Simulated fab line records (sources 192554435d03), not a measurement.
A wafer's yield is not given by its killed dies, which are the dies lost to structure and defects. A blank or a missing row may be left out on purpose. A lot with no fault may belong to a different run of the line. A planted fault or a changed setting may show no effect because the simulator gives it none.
Struck lot and sound lot, side by side ; flow n5 finfet ; 35 steps out of a route of 1938
Sound: the wafers L308.1, L308.3, L308.4. Wafers struck: L322.3, L322.5, L322.6. The cause is given at the end.
Per side, at each step with rows, come the tool, then ch with its chambers, and then its first start. Under that, the readings that differ: sound wafers ; struck wafers ; difference of the means ; sigmas: that difference in standard deviations of wafers without a fault.
alike: readings with means less than 2 such deviations apart, plus words and numbers identical on both sides. not compared: withheld readings, readings lacking a value on some wafer, bounds such as >300 that could conceal the same value, and numbers that have no deviation in the record and whose values overlap.
Wherever a step has rows on one side only, a row that says differs or no value, or a row with sigmas, the two part there. Numbers that have no deviation but don't overlap get no sigmas and don't part them. A reading that every wafer of one side lacks parts them only if that side has two wafers or more.

first, 11 steps without rows for these wafers: N5_BEOL_M6_HM_STRIP_39 (strips TiN in peroxide tin strip, target depth 25 nm, time 158 s); N5_BEOL_M6_SRD_40 (time 30 s); N5_BEOL_M6_PRECLEAN_42 (cleans in residue remover, time 60 s); N5_BEOL_M6_SRD_43 (time 30 s); N5_BEOL_M6_CURE_75 (cures SiCOH lowk, time 120 s); N5_BEOL_M6_DEGAS_44 (time 60 s); N5_BEOL_M6_PRE_CLEAN_45 (time 30 s); N5_BEOL_M6_ALD_77 (deposits TaN, target thk 2 nm, pulse time 2 s, purge time 3 s); N5_BEOL_M6_SURFACE_TREAT_79; N5_BEOL_M6_CVD_78 (deposits Co from CCTBA/H2, target thk 2 nm, time 142.3 s); N5_BEOL_M6_SPUTTER_48 (material Cu, target thk 10 nm, time 1.667 s).
N5_BEOL_M6_ECD_50: material Cu, target thk 300 nm.
  sound on ecd cu-01 ch 0,1, day 9 06:29; struck on ecd cu-01 ch 0,1, day 14 06:23
then, 22 steps without rows for these wafers: N5_BEOL_M6_ANNEAL_51 (time 90 s); N5_BEOL_M6_CMP_52 (polishes, stops on SiCOH lowk, t overpolish 6.9 s, target thk 80 nm); N5_BEOL_M6_PRE_CLEAN_55 (time 15 s); N5_BEOL_M6_DEP_56 (deposits SiCN from 3MS/NH3, target thk 10 nm, time 17.5 s); N5_BEOL_M7_ILD_DEP_00 (deposits SiCOH lowk from DEMS/porogen, target thk 179.75 nm, time 33.4 s); N5_BEOL_M7_CURE_74 (cures SiCOH lowk, time 240 s); N5_BEOL_M7_PECVD_70 (deposits SiO2 from TEOS/O2, target thk 20 nm, time 22.7 s); N5_BEOL_M7_HM_DEP_02 (deposits TiN, target thk 20 nm); N5_BEOL_M7_COAT_59 (time 60 s, resist thk 100 nm); N5_BEOL_M7_COAT_60 (time 60 s, resist thk 35 nm); N5_BEOL_M7_COAT_05 (resist thk 90 nm); N5_BEOL_M7_EBR_07; N5_BEOL_M7_SOFTBAKE_06 (time 60 s); N5_BEOL_M7_EXPOSE_08 (exposes mask M7); N5_BEOL_M7_PEB_09 (peb time 60 s); N5_BEOL_M7_DEVELOP_10 (develop time 30 s); N5_BEOL_M7_DESCUM_16 (chemistry O2, time 7.9 s); N5_BEOL_M7_ETCH_61 (etches SiARC in CF4, target depth 45.5 nm, time 75.8 s); N5_BEOL_M7_ETCH_62 (etches SOC in N2/H2, target depth 110 nm, overetch 22 nm, time 165 s); N5_BEOL_M7_STRIP_68 (strips in N2/H2); N5_BEOL_M7_STRIP_67 (strips in CF4); N5_BEOL_M7_HM_OPEN_17 (chemistry Cl2/BCl3, target TiN, target depth 20 nm, overetch 6 nm).
-- record jumps: 3 days separate the struck wafers' starts on either side; left off in module BEOL_M7, taken up again in module PASSIVATION, whose first shown step is the route's number 1936 --
N5_PASSIVATION_PROBE_49:
  sound: prober-02 at day 13 12:52; struck: prober-01 at day 17 16:02
reading;sound;struck;difference;sigmas
defect limited yield (%);92.8 91.8 90.4;69.4 71.3 73.1;-20.4;-16
killed_at_M4_up;8 32 14;281 278 252;+252;+42
killed at other;9 7 7;0 2 0;-7;-2
killed dies;85 97 113;361 339 317;+241;+15
killed on rim;15 7 18;42 50 34;+29;+7
sort_bin_5_function (%);4.6 4.6 4.6;19.7 17.7 16.0;+13.2;+16
sort_bin_6_memory (%);2.4 3.1 4.6;9.0 8.8 9.1;+5.6;+8
sort n pass;1095 1083 1058;819 841 863;-238;-15
sort yield pct (%);92.8 91.8 89.7;69.4 71.3 73.1;-20.2;-14
  alike: killed_at_M0_to_M3, killed at contacts, killed at front end, killed open, killed short, sort_bin_8_speed

WHERE THEY PART
Only at N5_PASSIVATION_PROBE_49, as far as this record shows.

WHY: the cause the simulator had injected
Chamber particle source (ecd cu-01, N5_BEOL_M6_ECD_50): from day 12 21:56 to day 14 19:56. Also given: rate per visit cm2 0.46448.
